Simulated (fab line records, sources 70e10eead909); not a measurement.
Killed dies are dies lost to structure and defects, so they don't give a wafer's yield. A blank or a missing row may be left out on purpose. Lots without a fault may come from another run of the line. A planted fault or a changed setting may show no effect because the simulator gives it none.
Problem report in the 8D (eight disciplines) form, filled by code | flow nand_harc | the parts of the form that need people (team, actions taken, sign-off) are left out

1. THE PROBLEM
run_length_s at NHARC_P_BONDPAD_ETCH_24 reads a mean of 67.7 s on 3 wafers of 2 lots; wafers without a fault read 94.4 s with a standard deviation of 0.48. That is -56 standard deviations from the usual mean.
The step: etches the open film in CF4/N2, target depth 30 nm, time 72.99 s.
First seen on wafer L842.1, day 11 08:00, on rie_diel-12. The record holds 42 wafers of 14 lots with a number at this step. Rule for "out", or "out of limits": more than 4 standard deviations from the usual mean. The other wafers with a number count as sound.

2. WHAT IT IS AND WHAT IT IS NOT
question                    | is                     | is not
which readings at this step | run_length_s           | drypump_motor_current_A, rf_vpp_V, showerhead_plenum_p_Torr
which lots                  | L842, L844             | L831, L833, L834, L835, L836, L837, L839, L847, L849, L850, L851, L853
which wafers of those lots  | L842.1, L842.6, L844.3 | L842.3, L844.2, L844.6
read on which tools         | rie_diel-12            | rie_diel-09, rie_diel-11
when                        | from day 11 08:00      | up to then (22 sound wafers); but 17 sound wafers of L844, L847, L849, L850, L851, L853 came after

3. SUSPECTS, AND WHAT RULES EACH OUT
Counting: a tool at a process step up to the reading stays a suspect if it ran every lot that is out. Sound lots after the first of them don't rule it out here, since some wafers of a struck lot are sound.
- pvd_sputter-03 at NHARC_P_M2_PVD_20 (deposits TaN, target thk 5 nm, time 8.06 s): kept. It ran every lot that is out, first L842 (day 11 07:19); its last sound lot up to then is L835 (day 8 04:55). NHARC_P_M2_PVD_20 gives no start for some lots, so the hours and the order of its lots are those of NHARC_P_BONDPAD_OVL_MEAS_38.
- rie_diel-12 at NHARC_P_BONDPAD_ETCH_24 (etches the open film in CF4/N2, target depth 30 nm, time 72.99 s): kept. It ran every lot that is out, first L842 (day 11 08:00); its last sound lot up to then is L839 (day 10 01:11). Its own readings are out on those wafers: run_length_s.
- Within rie_diel-12 at NHARC_P_BONDPAD_ETCH_24: the wafers that are out ran in chamber 0; their sound lot-mates ran in chamber 2.
Left after counting: pvd_sputter-03 at NHARC_P_M2_PVD_20, rie_diel-12 at NHARC_P_BONDPAD_ETCH_24.

4. THE CAUSE (what the simulator had put in)
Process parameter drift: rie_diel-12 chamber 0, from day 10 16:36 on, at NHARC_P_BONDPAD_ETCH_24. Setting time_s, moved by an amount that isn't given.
Counting left 2 suspects, and this tool is among them.

5. THE CHAIN OF EFFECTS, in route order
Each row: a reading whose mean over the struck wafers that have a number lies more than 3 standard deviations from the usual. Only readings for which the record gives a usual standard deviation are gone through. hours: the time from each lot's start at the first step in this table that gives one to its start at this step, as a median over the lots. sigmas: the change in usual standard deviations.
hours | step                    | reading      | usual  | on struck wafers | change | sigmas
0     | NHARC_P_BONDPAD_ETCH_24 | run_length_s | 94.4 s | 67.7             | -26.7  | -56
The process steps in it:
- NHARC_P_BONDPAD_ETCH_24: etches the open film in CF4/N2, target depth 30 nm, time 72.99 s.

6. WHAT WOULD HAVE CAUGHT IT SOONER
In this record the first reading out of limits was taken at day 11 08:00, 15 hours after the fault began at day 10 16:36.
